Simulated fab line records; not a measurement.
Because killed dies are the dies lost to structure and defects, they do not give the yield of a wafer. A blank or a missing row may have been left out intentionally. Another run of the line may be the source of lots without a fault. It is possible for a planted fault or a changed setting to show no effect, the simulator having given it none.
Chamber matching || flow n5 finfet || N5_SD_EPI_N_ETCH_35 on rie diel-05 has 4 sister chambers
The step etches SOC in N2/H2, overetch 108 nm, time 486 s. 8 wafers are shown with their chamber, then 7 later ones without.

EACH WAFER AND ITS CHAMBER
{"wafer": "L082.4", "chamber": 2, "showerhead plenum p Torr (Torr)": 2.61, "drypump motor current A (A)": 5.8}
{"wafer": "L082.6", "chamber": 0, "showerhead plenum p Torr (Torr)": 2.40, "drypump motor current A (A)": 5.1}
{"wafer": "L083.4", "chamber": 0, "showerhead plenum p Torr (Torr)": 2.40, "drypump motor current A (A)": 5.0}
{"wafer": "L085.3", "chamber": 3, "showerhead plenum p Torr (Torr)": 2.52, "drypump motor current A (A)": 5.9}
{"wafer": "L085.5", "chamber": 3, "showerhead plenum p Torr (Torr)": 2.52, "drypump motor current A (A)": 5.9}
{"wafer": "L085.6", "chamber": 1, "showerhead plenum p Torr (Torr)": 2.67, "drypump motor current A (A)": 5.6}
{"wafer": "L087.1", "chamber": 1, "showerhead plenum p Torr (Torr)": 2.66, "drypump motor current A (A)": 5.6}
{"wafer": "L087.2", "chamber": 2, "showerhead plenum p Torr (Torr)": 2.60, "drypump motor current A (A)": 5.8}

WAFERS MISSING THEIR CHAMBER
{"wafer": "L087.3", "showerhead plenum p Torr (Torr)": 2.51, "drypump motor current A (A)": 5.9}
{"wafer": "L089.1", "showerhead plenum p Torr (Torr)": 2.51, "drypump motor current A (A)": 5.9}
{"wafer": "L089.4", "showerhead plenum p Torr (Torr)": 2.66, "drypump motor current A (A)": 5.6}
{"wafer": "L089.6", "showerhead plenum p Torr (Torr)": 2.72, "drypump motor current A (A)": 5.1}
{"wafer": "L095.2", "showerhead plenum p Torr (Torr)": 2.66, "drypump motor current A (A)": 5.7}
{"wafer": "L095.4", "showerhead plenum p Torr (Torr)": 2.71, "drypump motor current A (A)": 5.0}
{"wafer": "L095.5", "showerhead plenum p Torr (Torr)": 2.71, "drypump motor current A (A)": 5.1}

EACH ONE'S CHAMBER
{"wafer": "L087.3", "from the rows above": 3, "in truth": 3}
{"wafer": "L089.1", "from the rows above": 3, "in truth": 3}
{"wafer": "L089.4", "from the rows above": 1, "in truth": 1}
{"wafer": "L089.6", "from the rows above": 1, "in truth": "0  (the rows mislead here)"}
{"wafer": "L095.2", "from the rows above": 1, "in truth": 1}
{"wafer": "L095.4", "from the rows above": 1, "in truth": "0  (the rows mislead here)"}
{"wafer": "L095.5", "from the rows above": 1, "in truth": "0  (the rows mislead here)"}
Correctly placed: 4 of 7. Can't be placed from these rows: 0. Placed wrongly: 3.
How it was worked out, from the rows above alone: a wafer's distance from a chamber is the root of the sum, over the readings, of the square of ((its reading less the chamber's mean) divided by the reading's scatter). The wafer belongs to the nearest chamber; if the next one is less than 2 further off, it can't be placed. Each chamber's mean is taken over the wafers shown for it. The scatter: take each reading less its chamber's mean, square it, sum over the shown wafers, divide by the number of wafers less the number of chambers, and take the root.
